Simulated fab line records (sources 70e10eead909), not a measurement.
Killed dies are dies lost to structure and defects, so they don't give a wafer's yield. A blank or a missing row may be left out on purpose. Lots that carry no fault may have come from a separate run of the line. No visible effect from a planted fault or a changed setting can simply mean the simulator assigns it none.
Which tool is to blame? | flow nand-harc | 6 lots with 18 wafers sampled at 3 steps, on a route of 1302 steps

WHAT EACH GAUGE READ, for each wafer
NHARC_P_M0_CD_MEAS_09: the cd target is 90 nm.
lot  | measured     | on        | cd-nm (nm)
L589 | day 7 15:51  | cd-sem-01 | 90.2 90.8 90.3
L592 | day 9 07:12  | cd-sem-03 | 91.2 90.8 90.9
L596 | day 10 16:02 | cd-sem-01 | 88.7 89.7 89.8
L601 | day 12 18:52 | cd-sem-01 | 97.5 97.3 96.3
L603 | day 13 17:07 | cd-sem-01 | 94.5 95.0 94.3
L608 | day 15 16:10 | cd-sem-02 | 89.8 90.1 90.3

WHAT TOOL EACH LOT RAN ON (gives the tool, then ch and the chambers of the sampled wafers, and finally the start)
lot  | NHARC_P_CONTACT_ETCH_31                       | NHARC_P_M0_EXPOSE_06
L589 | rie-diel-03 ch 2,3, day 7 12:52 or earlier    | arfi-scanner-02 ch 0, day 7 15:43
L592 | rie-diel-03 ch 0,1,3, day 9 04:05 or earlier  | arfi-scanner-01 ch 0, day 9 07:04
L596 | rie-diel-03 ch 0,2,3, day 10 12:46 or earlier | arfi-scanner-03 ch 0, day 10 15:53
L601 | rie-diel-02 ch 1,2,3, day 12 15:52 or earlier | arfi-scanner-01 ch 0, day 12 18:43
L603 | rie-diel-02 ch 0,1,3, day 13 14:08 or earlier | arfi-scanner-01 ch 0, day 13 16:59
L608 | rie-diel-03 ch 1,2,3, day 15 13:11 or earlier | arfi-scanner-02 ch 0, day 15 16:02
- NHARC_P_CONTACT_ETCH_31: etches the open film in CH3F/O2, target depth 30 nm, time 85.7 s.
- NHARC_P_M0_EXPOSE_06: exposes mask P M0, target cd 90 nm.

THE ANSWER, worked out from the rows above alone
Rule: usual is defined by the lots themselves. The widest of any qualifying gaps counts: lots, ordered by their means at a reading, are off when they make up no more than a third of the lots, leave a main group of 4 or more, and stand apart from it by 3 or more times the standard deviation of that group's means. A main group whose means are all the same, to the digits that the tables above print for the reading, isn't used. A lot without any number at a reading at which 4 lots or more have one is off too. All remaining lots with rows at the step are treated as sound.
Off: L601, L603, at NHARC_P_M0_CD_MEAS_09 (cd-nm). For the main group the mean is 90.2 nm and the standard deviation 0.57.
A tool fits if, at a process step before that reading, it ran every lot that is off, and no sound lot after the first of them. The gauges at NHARC_P_M0_CD_MEAS_09 are tried like those tools. NHARC_P_CONTACT_ETCH_31: start missing for some lots; hours and lot order therefore follow NHARC_P_CONTACT_CD_MEAS_19. Can't be told from this: 3 tools fit, rie-diel-02 at NHARC_P_CONTACT_ETCH_31, arfi-scanner-01 at NHARC_P_M0_EXPOSE_06, cd-sem-01 at NHARC_P_M0_CD_MEAS_09.

WHAT THE SIMULATOR HAD INSERTED
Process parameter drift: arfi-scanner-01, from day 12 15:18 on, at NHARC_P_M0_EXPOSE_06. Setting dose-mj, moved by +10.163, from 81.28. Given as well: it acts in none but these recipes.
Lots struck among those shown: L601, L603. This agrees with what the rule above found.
